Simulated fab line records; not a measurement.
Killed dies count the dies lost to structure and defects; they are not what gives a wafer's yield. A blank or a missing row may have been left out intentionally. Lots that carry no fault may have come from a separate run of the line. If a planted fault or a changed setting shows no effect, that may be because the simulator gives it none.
Matching of chambers :: flow nand harc :: NHARC_A_CHANNEL_FILL_D2_ETCHBACK_20 on rie diel-08 has 4 sister chambers
The step etches the open film in C4F8/O2/Ar, target depth 27 nm, time 13.5 s. 8 wafers are shown with their chamber, then 12 later ones without.

## WAFERS WITH THEIR CHAMBER
wafer: L083.4
chamber: 1
rf vpp V (V): 985
oes product au (a.u.): 0.994

wafer: L086.3
chamber: 1
rf vpp V (V): 986
oes product au (a.u.): 1.004

wafer: L086.6
chamber: 3
rf vpp V (V): 980
oes product au (a.u.): 1.011

wafer: L087.4
chamber: 0
rf vpp V (V): 988
oes product au (a.u.): 1.025

wafer: L087.6
chamber: 2
rf vpp V (V): 970
oes product au (a.u.): 0.998

wafer: L091.2
chamber: 0
rf vpp V (V): 988
oes product au (a.u.): 1.011

wafer: L091.3
chamber: 2
rf vpp V (V): 969
oes product au (a.u.): 0.983

wafer: L091.6
chamber: 3
rf vpp V (V): 979
oes product au (a.u.): 1.005

## WAFERS MISSING THEIR CHAMBER
wafer: L093.3
rf vpp V (V): 968
oes product au (a.u.): 0.980

wafer: L093.4
rf vpp V (V): 980
oes product au (a.u.): 0.995

wafer: L093.6
rf vpp V (V): 981
oes product au (a.u.): 0.991

wafer: L093.1
rf vpp V (V): 988
oes product au (a.u.): 0.993

wafer: L093.2
rf vpp V (V): 987
oes product au (a.u.): 0.959

wafer: L093.5
rf vpp V (V): 987
oes product au (a.u.): 0.994

wafer: L094.1
rf vpp V (V): 986
oes product au (a.u.): 0.912

wafer: L094.2
rf vpp V (V): 989
oes product au (a.u.): 0.937

wafer: L094.4
rf vpp V (V): 980
oes product au (a.u.): 0.928

wafer: L095.2
rf vpp V (V): 987
oes product au (a.u.): 0.989

wafer: L095.3
rf vpp V (V): 989
oes product au (a.u.): 1.005

wafer: L095.6
rf vpp V (V): 980
oes product au (a.u.): 1.007

## THE CHAMBER EACH PASSED THROUGH
wafer: L093.3
from the rows above: 2
in truth: 2

wafer: L093.4
from the rows above: 3
in truth: 3

wafer: L093.6
from the rows above: 3
in truth: 3

wafer: L093.1
from the rows above: can't be placed: 0 or 1
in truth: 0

wafer: L093.2
from the rows above: can't be placed: 1 or 0
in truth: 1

wafer: L093.5
from the rows above: can't be placed: 1 or 0
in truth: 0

wafer: L094.1
from the rows above: 1
in truth: 1

wafer: L094.2
from the rows above: can't be placed: 1 or 0
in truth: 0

wafer: L094.4
from the rows above: 3
in truth: 3

wafer: L095.2
from the rows above: can't be placed: 1 or 0
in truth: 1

wafer: L095.3
from the rows above: 0
in truth: 0

wafer: L095.6
from the rows above: 3
in truth: 3
Placed correctly: 7 of 12. Unplaceable from these rows: 5, with the true chamber sitting among the candidates in 5. Placed wrongly: 0.
How it was worked out, from the rows above alone: a wafer's distance from a chamber is the root of the sum, over the readings, of the square of ((its reading less the chamber's mean) divided by the reading's scatter). The wafer belongs to the nearest chamber; if the next one is less than 2 further off, it can't be placed. Each chamber's mean is taken over the wafers shown for it. The scatter: take each reading less its chamber's mean, square it, sum over the shown wafers, divide by the number of wafers less the number of chambers, and take the root.
